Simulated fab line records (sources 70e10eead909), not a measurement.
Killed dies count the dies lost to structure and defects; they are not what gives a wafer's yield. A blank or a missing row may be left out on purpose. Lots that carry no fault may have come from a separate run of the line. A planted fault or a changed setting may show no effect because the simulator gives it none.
Chamber matching || flow nand-harc || NHARC_A_WL_FILL_ALD_00 on ald-hk-02 has 4 sister chambers
The step deposits Al2O3, target thk 3 nm, pulse time 3 s, ald cycles 30. 8 wafers are shown with their chamber, then 7 later ones without.

WAFERS WITH THEIR CHAMBER
{"wafer": "L334.1", "chamber": 3, "heater-power-w (W)": 494, "precursor-pulse-height-rel": 0.988}
{"wafer": "L339.6", "chamber": 1, "heater-power-w (W)": 444, "precursor-pulse-height-rel": 0.979}
{"wafer": "L341.1", "chamber": 3, "heater-power-w (W)": 493, "precursor-pulse-height-rel": 0.988}
{"wafer": "L341.4", "chamber": 2, "heater-power-w (W)": 455, "precursor-pulse-height-rel": 0.968}
{"wafer": "L349.2", "chamber": 0, "heater-power-w (W)": 438, "precursor-pulse-height-rel": 1.020}
{"wafer": "L349.3", "chamber": 1, "heater-power-w (W)": 495, "precursor-pulse-height-rel": 1.021}
{"wafer": "L351.1", "chamber": 2, "heater-power-w (W)": 447, "precursor-pulse-height-rel": 1.039}
{"wafer": "L351.2", "chamber": 0, "heater-power-w (W)": 459, "precursor-pulse-height-rel": 0.997}

WAFERS WITHOUT THEIR CHAMBER
{"wafer": "L351.4", "heater-power-w (W)": 475, "precursor-pulse-height-rel": 1.027}
{"wafer": "L354.1", "heater-power-w (W)": 498, "precursor-pulse-height-rel": 0.995}
{"wafer": "L354.2", "heater-power-w (W)": 487, "precursor-pulse-height-rel": 0.991}
{"wafer": "L354.6", "heater-power-w (W)": 488, "precursor-pulse-height-rel": 0.987}
{"wafer": "L356.1", "heater-power-w (W)": 453, "precursor-pulse-height-rel": 0.990}
{"wafer": "L356.3", "heater-power-w (W)": 483, "precursor-pulse-height-rel": 0.986}
{"wafer": "L356.4", "heater-power-w (W)": 482, "precursor-pulse-height-rel": 1.001}

THE CHAMBER EACH PASSED THROUGH
{"wafer": "L351.4", "from the rows above": "can't be placed: 1 or 2 or 0 or 3", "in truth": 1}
{"wafer": "L354.1", "from the rows above": "can't be placed: 3 or 1", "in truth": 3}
{"wafer": "L354.2", "from the rows above": "can't be placed: 3 or 1 or 2 or 0", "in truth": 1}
{"wafer": "L354.6", "from the rows above": "can't be placed: 3 or 1 or 2 or 0", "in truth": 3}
{"wafer": "L356.1", "from the rows above": "can't be placed: 2 or 0 or 1 or 3", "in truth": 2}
{"wafer": "L356.3", "from the rows above": "can't be placed: 3 or 1 or 2 or 0", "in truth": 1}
{"wafer": "L356.4", "from the rows above": "can't be placed: 1 or 3 or 2 or 0", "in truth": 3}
Correctly placed: 0 of 7. Can't be placed from these rows: 7 (the true chamber is among the candidates in 7). Number placed wrongly: 0.
How it was worked out, from the rows above alone: a wafer's distance from a chamber is the root of the sum, over the readings, of the square of ((its reading less the chamber's mean) divided by the reading's scatter). If the next closest chamber is less than 2 further off than the closest, the wafer can't be placed; otherwise it belongs to the closest. For every chamber, the mean is computed from those of its wafers that are shown. The scatter is the square root of a quotient: the sum, over the shown wafers, of each reading's squared deviation from its chamber's mean, divided by wafers minus chambers.
